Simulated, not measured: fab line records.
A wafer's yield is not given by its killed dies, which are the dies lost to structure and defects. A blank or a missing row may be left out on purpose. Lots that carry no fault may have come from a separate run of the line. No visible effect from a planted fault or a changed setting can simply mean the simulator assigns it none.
Chamber matching + flow n5_finfet + N5_DUMMY_GATE_ETCH_36 on rie_diel-04 has 4 sister chambers
The step etches SiARC in CF4, target depth 13 nm. 18 wafers are shown with their chamber, then 9 later ones without.

## WAFERS, EACH WITH ITS CHAMBER
| wafer  | chamber | showerhead_plenum_p_Torr (Torr) | drypump_motor_current_A (A) | rf_vpp_V (V) |
|--------|---------|---------------------------------|-----------------------------|--------------|
| L265.2 | 2       | 2.09                            | 6.2                         | 182.9        |
| L265.3 | 1       | 2.25                            | 5.9                         | 186.4        |
| L265.5 | 0       | 2.03                            | 5.3                         | 183.6        |
| L266.2 | 0       | 2.03                            | 5.3                         | 182.9        |
| L266.4 | 1       | 2.25                            | 5.9                         | 186.1        |
| L266.6 | 3       | 2.19                            | 5.8                         | 185.1        |
| L267.1 | 1       | 2.25                            | 5.9                         | 186.4        |
| L267.2 | 0       | 2.03                            | 5.4                         | 182.1        |
| L267.5 | 0       | 2.03                            | 5.4                         | 183.5        |
| L270.1 | 1       | 2.24                            | 5.9                         | 184.9        |
| L270.2 | 0       | 2.03                            | 5.3                         | 182.9        |
| L270.4 | 2       | 2.09                            | 6.2                         | 182.8        |
| L273.1 | 3       | 2.19                            | 5.9                         | 185.1        |
| L273.3 | 1       | 2.24                            | 5.9                         | 186.1        |
| L273.4 | 0       | 2.03                            | 5.4                         | 183.5        |
| L278.1 | 2       | 2.08                            | 6.2                         | 181.1        |
| L278.2 | 1       | 2.24                            | 5.9                         | 186.0        |
| L278.5 | 3       | 2.19                            | 5.9                         | 184.0        |

SIGNATURES (means of the wafers above)
| reading                  | chamber 0 | chamber 1 | chamber 2 | chamber 3 | scatter within a chamber |
|--------------------------|-----------|-----------|-----------|-----------|--------------------------|
| showerhead_plenum_p_Torr | 2.0300    | 2.2450    | 2.0867    | 2.1900    | 0.00393                  |
| drypump_motor_current_A  | 5.350     | 5.900     | 6.200     | 5.867     | 0.0393                   |
| rf_vpp_V                 | 183.083   | 185.983   | 182.267   | 184.733   | 0.657                    |
Rule: for a wafer and a chamber, the distance is found by dividing, reading by reading, the gap between the wafer's reading and the chamber's mean by the reading's scatter, squaring, summing and taking the root. The wafer belongs to the nearest chamber; if the next one is less than 2 further off, it can't be placed. The scatter: take each reading less its chamber's mean, square it, sum over the shown wafers, divide by the number of wafers less the number of chambers, and take the root.

## WAFERS WITHOUT THEIR CHAMBER
| wafer  | showerhead_plenum_p_Torr (Torr) | drypump_motor_current_A (A) | rf_vpp_V (V) |
|--------|---------------------------------|-----------------------------|--------------|
| L283.1 | 2.23                            | 5.9                         | 183.7        |
| L283.5 | 2.23                            | 5.9                         | 185.6        |
| L283.6 | 2.08                            | 6.2                         | 184.7        |
| L284.2 | 2.18                            | 5.9                         | 183.8        |
| L284.4 | 2.08                            | 6.2                         | 183.8        |
| L284.6 | 2.08                            | 6.2                         | 182.7        |
| L286.2 | 2.27                            | 5.4                         | 186.2        |
| L286.5 | 2.27                            | 5.3                         | 186.4        |
| L286.6 | 2.23                            | 5.9                         | 184.5        |

## EACH ONE'S CHAMBER
| wafer  | from the rows above | in truth                   |
|--------|---------------------|----------------------------|
| L283.1 | 1                   | 1                          |
| L283.5 | 1                   | 1                          |
| L283.6 | 2                   | 2                          |
| L284.2 | 3                   | 3                          |
| L284.4 | 2                   | 2                          |
| L284.6 | 2                   | 2                          |
| L286.2 | 1                   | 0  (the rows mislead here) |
| L286.5 | 1                   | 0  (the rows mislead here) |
| L286.6 | 1                   | 1                          |
Correctly placed: 7 of 9. Number that these rows cannot place: 0. 2 placed wrongly.
